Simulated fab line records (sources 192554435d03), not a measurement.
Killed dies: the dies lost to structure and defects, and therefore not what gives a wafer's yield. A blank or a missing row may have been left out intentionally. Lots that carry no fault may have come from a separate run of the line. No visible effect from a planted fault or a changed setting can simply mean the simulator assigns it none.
Matching of chambers / flow n5-finfet / 3 sister chambers for N5_BEOL_M0_DEP_125 on pecvd-03
The step deposits SiCN from 3MS/NH3, target thk 8 nm, time 14 s. 14 wafers are shown with their chamber, then 7 later ones without.

== WAFERS, EACH WITH ITS CHAMBER ==
wafer=L309.1; chamber=1; throttle-valve-pct (%)=9.9; showerhead-plenum-p-Torr (Torr)=3.688
wafer=L309.5; chamber=0; throttle-valve-pct (%)=8.7; showerhead-plenum-p-Torr (Torr)=3.675
wafer=L309.6; chamber=1; throttle-valve-pct (%)=9.7; showerhead-plenum-p-Torr (Torr)=3.682
wafer=L310.1; chamber=0; throttle-valve-pct (%)=8.9; showerhead-plenum-p-Torr (Torr)=3.675
wafer=L310.3; chamber=1; throttle-valve-pct (%)=9.7; showerhead-plenum-p-Torr (Torr)=3.691
wafer=L310.5; chamber=0; throttle-valve-pct (%)=8.9; showerhead-plenum-p-Torr (Torr)=3.670
wafer=L312.3; chamber=2; throttle-valve-pct (%)=8.5; showerhead-plenum-p-Torr (Torr)=3.666
wafer=L312.5; chamber=1; throttle-valve-pct (%)=9.7; showerhead-plenum-p-Torr (Torr)=3.685
wafer=L312.6; chamber=2; throttle-valve-pct (%)=8.6; showerhead-plenum-p-Torr (Torr)=3.656
wafer=L313.2; chamber=0; throttle-valve-pct (%)=8.7; showerhead-plenum-p-Torr (Torr)=3.670
wafer=L313.5; chamber=0; throttle-valve-pct (%)=8.8; showerhead-plenum-p-Torr (Torr)=3.667
wafer=L313.6; chamber=2; throttle-valve-pct (%)=8.5; showerhead-plenum-p-Torr (Torr)=3.661
wafer=L315.1; chamber=0; throttle-valve-pct (%)=8.8; showerhead-plenum-p-Torr (Torr)=3.676
wafer=L315.4; chamber=1; throttle-valve-pct (%)=9.6; showerhead-plenum-p-Torr (Torr)=3.686

SIGNATURES (averages over the wafers above)
reading=throttle-valve-pct; chamber 0=8.800; chamber 1=9.720; chamber 2=8.533; scatter within a chamber=0.0928
reading=showerhead-plenum-p-Torr; chamber 0=3.67217; chamber 1=3.68640; chamber 2=3.66100; scatter within a chamber=0.00384
Rule: a wafer lies at a distance from a chamber equal to the root of the sum of squares, over the readings, of (its reading less the chamber's mean, divided by the reading's scatter). The wafer belongs to the nearest chamber; if the next one is less than 2 further off, it can't be placed. How the scatter is found: for the shown wafers, subtract from each reading the mean of its chamber, square and add these, divide the total by (wafers less chambers), then take the root.

== WAFERS MISSING THEIR CHAMBER ==
wafer=L315.6; throttle-valve-pct (%)=8.9; showerhead-plenum-p-Torr (Torr)=3.674
wafer=L323.1; throttle-valve-pct (%)=9.6; showerhead-plenum-p-Torr (Torr)=3.682
wafer=L323.2; throttle-valve-pct (%)=9.0; showerhead-plenum-p-Torr (Torr)=3.657
wafer=L323.5; throttle-valve-pct (%)=8.8; showerhead-plenum-p-Torr (Torr)=3.650
wafer=L324.1; throttle-valve-pct (%)=8.8; showerhead-plenum-p-Torr (Torr)=3.680
wafer=L324.3; throttle-valve-pct (%)=9.0; showerhead-plenum-p-Torr (Torr)=3.659
wafer=L324.4; throttle-valve-pct (%)=8.9; showerhead-plenum-p-Torr (Torr)=3.670

== WHICH CHAMBER EACH ONE RAN IN ==
wafer=L315.6; from the rows above=0; in truth=0
wafer=L323.1; from the rows above=1; in truth=1
wafer=L323.2; from the rows above=can't be placed: 0 or 2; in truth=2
wafer=L323.5; from the rows above=can't be placed: 2 or 0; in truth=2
wafer=L324.1; from the rows above=0; in truth=0
wafer=L324.3; from the rows above=can't be placed: 0 or 2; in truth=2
wafer=L324.4; from the rows above=0; in truth=0
4 of 7 placed correctly. Can't be placed from these rows: 3 (the true chamber is among the candidates in 3). Wrongly placed: 0.
